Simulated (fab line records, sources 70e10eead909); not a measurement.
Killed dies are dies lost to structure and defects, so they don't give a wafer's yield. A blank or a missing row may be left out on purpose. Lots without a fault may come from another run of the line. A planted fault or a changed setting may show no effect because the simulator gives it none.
A struck lot beside a sound one | flow nand_harc | 15 steps out of a route of 1159
Sound: wafers L873.4, L873.5, L873.6. Struck: wafers L866.1, L866.2, L866.4. The cause comes at the end.
At each step with rows: each side's tool, then ch and its chambers, then its first start. Under that, the readings that differ: sound wafers | struck wafers | difference of the means | sigmas: that difference in standard deviations of wafers without a fault.
alike: readings whose means differ by less than 2 such deviations, and words and numbers that are the same on both sides. not compared: withheld readings, readings that some wafer has no value for, bounds like >300 that may hide the same value, and numbers for which the record gives no deviation and whose values overlap.
The two part at a step that has a row with sigmas, a row that says differs or no value, or rows on one side only. Numbers that don't overlap but have no deviation are shown without sigmas and don't part them. A reading that every wafer of one side lacks parts them only if that side has two wafers or more.

first, 2 steps without rows for these wafers: NHARC_A_CONTACT_STRIP_100 (strips in CF4/CHF3); NHARC_A_CONTACT_STRIP_101 (strips in O2/COS).
NHARC_A_CONTACT_ETCH_102: etches the open film in CF4/O2, target depth 70 nm, overetch 7 nm, time 38.5 s.
  sound on rie_diel-07 ch 0,2,3, day 19 23:51; struck on rie_diel-07 ch 0,2,3, day 17 16:08
  alike: drypump_motor_current_A, oes_product_au, rf_vpp_V, showerhead_plenum_p_Torr, throttle_valve_pct
  not compared: rf_hours_counter_h
NHARC_A_CONTACT_STRIP_55: strips in O2.
  sound on rie_diel-07 ch 1,2,3; struck on rie_diel-07 ch 1,2,3
  alike: drypump_motor_current_A, oes_product_au, rf_vpp_V, showerhead_plenum_p_Torr, throttle_valve_pct
  not compared: rf_hours_counter_h
then, 1 step without rows for these wafers: NHARC_A_CONTACT_STRIP_56 (strips in post etch residue remover, time 600 s).
NHARC_A_CONTACT_DEP_57: deposits aC, target thk 2800 nm.
  sound on acl_dep-03 ch 0, day 20 01:20; struck on acl_dep-03 ch 0, day 17 17:37
  alike: throttle_valve_pct
NHARC_A_CONTACT_DEP_58: deposits SiON, target thk 60 nm.
  sound on pecvd-04 ch 0,1,2, day 20 02:20; struck on pecvd-02 ch 0,1,2, day 17 19:21
  alike: heater_power_w, showerhead_vpp_V
then, 5 steps without rows for these wafers: NHARC_A_CONTACT_DEHYDRATE_59 (time 120 s); NHARC_A_CONTACT_HMDS_60 (time 30 s); NHARC_A_CONTACT_COAT_61 (time 75 s); NHARC_A_CONTACT_COAT_62 (time 65 s); NHARC_A_CONTACT_COAT_63 (resist thk 90 nm).
NHARC_A_CONTACT_SOFTBAKE_64: time 55 s.
  sound on litho_track-06 ch 0, day 20 02:00; struck on litho_track-01 ch 0, day 17 19:00
  reading                  | sound                | struck               | difference | sigmas
  heater_power_total_W (W) | 188.31 188.31 188.44 | 196.31 196.77 196.29 | +8.10      | +62
then, 1 step without rows for these wafers: NHARC_A_CONTACT_EBR_65.
-- the record jumps here: 3 days lie between the struck wafers' starts before and after (it left off in module A_CONTACT and takes up again in module END, whose first step shown is number 1159 of the route) --
NHARC_END_SORT_01:
  sound on prober-02 ch 0, day 22 21:43; struck on prober-02 ch 0, day 20 12:02
  reading         | sound    | struck  | difference | sigmas
  killed_at_array | 32 34 39 | 7 15 15 | -23        | -2
  alike: killed_at_other, killed_at_periphery, killed_dies, killed_open, killed_short

WHERE THEY PART
First at NHARC_A_CONTACT_SOFTBAKE_64; last, within this record, at NHARC_END_SORT_01.

WHY: what the simulator had put in
Process parameter drift: litho_track-01, from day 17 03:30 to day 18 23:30, at NHARC_A_CONTACT_SOFTBAKE_64. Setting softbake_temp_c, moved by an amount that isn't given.
